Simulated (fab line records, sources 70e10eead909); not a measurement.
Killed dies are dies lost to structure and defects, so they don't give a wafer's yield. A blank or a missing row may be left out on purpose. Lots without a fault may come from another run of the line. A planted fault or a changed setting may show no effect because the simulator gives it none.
Chamber matching | flow nand_harc | NHARC_A_STAIRCASE_DESCUM_11 on rie_diel-06: 4 sister chambers
The step chemistry O2, time 3 s. 16 wafers are shown with their chamber, then 8 later ones without.

WAFERS WITH THEIR CHAMBER
wafer  | chamber | drypump_motor_current_A (A) | showerhead_plenum_p_Torr (Torr) | oes_product_au (a.u.)
L074.1 | 2       | 6.3                         | 1.93                            | 0.974
L074.5 | 2       | 6.3                         | 1.93                            | 0.978
L074.6 | 3       | 5.3                         | 1.91                            | 0.997
L076.1 | 1       | 5.6                         | 1.77                            | 1.002
L076.2 | 2       | 6.3                         | 1.93                            | 0.987
L076.4 | 3       | 5.3                         | 1.91                            | 1.006
L079.1 | 2       | 6.3                         | 1.92                            | 0.982
L079.2 | 3       | 5.3                         | 1.91                            | 1.011
L079.3 | 0       | 5.3                         | 1.84                            | 0.995
L082.2 | 0       | 5.3                         | 1.83                            | 1.006
L082.4 | 2       | 6.2                         | 1.92                            | 0.994
L082.5 | 2       | 6.3                         | 1.92                            | 0.984
L086.2 | 0       | 5.3                         | 1.83                            | 1.002
L086.5 | 2       | 6.2                         | 1.92                            | 0.978
L086.6 | 3       | 5.2                         | 1.90                            | 1.003
L089.1 | 2       | 6.3                         | 1.92                            | 0.997

SIGNATURES (means of the wafers above)
reading                  | chamber 0 | chamber 1 | chamber 2 | chamber 3 | scatter within a chamber
drypump_motor_current_A  | 5.300     | 5.600     | 6.275     | 5.275     | 0.0433
showerhead_plenum_p_Torr | 1.8333    | 1.7700    | 1.9237    | 1.9075    | 0.00524
oes_product_au           | 1.00100   | 1.00200   | 0.98425   | 1.00425   | 0.00718
Rule: a wafer's distance from a chamber is the root of the sum, over the readings, of the square of ((its reading less the chamber's mean) divided by the reading's scatter). The wafer belongs to the nearest chamber; if the next one is less than 2 further off, it can't be placed. The scatter: the root of (the sum of the squares of (reading less its chamber's mean) over the shown wafers, divided by (wafers less chambers)).

WAFERS WITHOUT THEIR CHAMBER
wafer  | drypump_motor_current_A (A) | showerhead_plenum_p_Torr (Torr) | oes_product_au (a.u.)
L089.4 | 5.3                         | 1.83                            | 1.005
L089.5 | 5.3                         | 1.90                            | 0.999
L090.2 | 5.3                         | 1.90                            | 1.001
L090.3 | 5.6                         | 2.07                            | 0.999
L090.6 | 5.3                         | 1.83                            | 1.021
L095.2 | 5.3                         | 1.89                            | 1.004
L095.4 | 6.3                         | 1.91                            | 0.995
L095.5 | 5.6                         | 2.07                            | 1.005

WHICH CHAMBER EACH WENT THROUGH
wafer  | from the rows above     | in truth
L089.4 | 0                       | 0
L089.5 | 3                       | 3
L090.2 | 3                       | 3
L090.3 | can't be placed: 3 or 2 | 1
L090.6 | 0                       | 0
L095.2 | 3                       | 3
L095.4 | 2                       | 2
L095.5 | can't be placed: 3 or 2 | 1
Placed correctly: 6 of 8. Can't be placed from these rows: 2 (the true chamber is among the candidates in 0). Placed wrongly: 0.
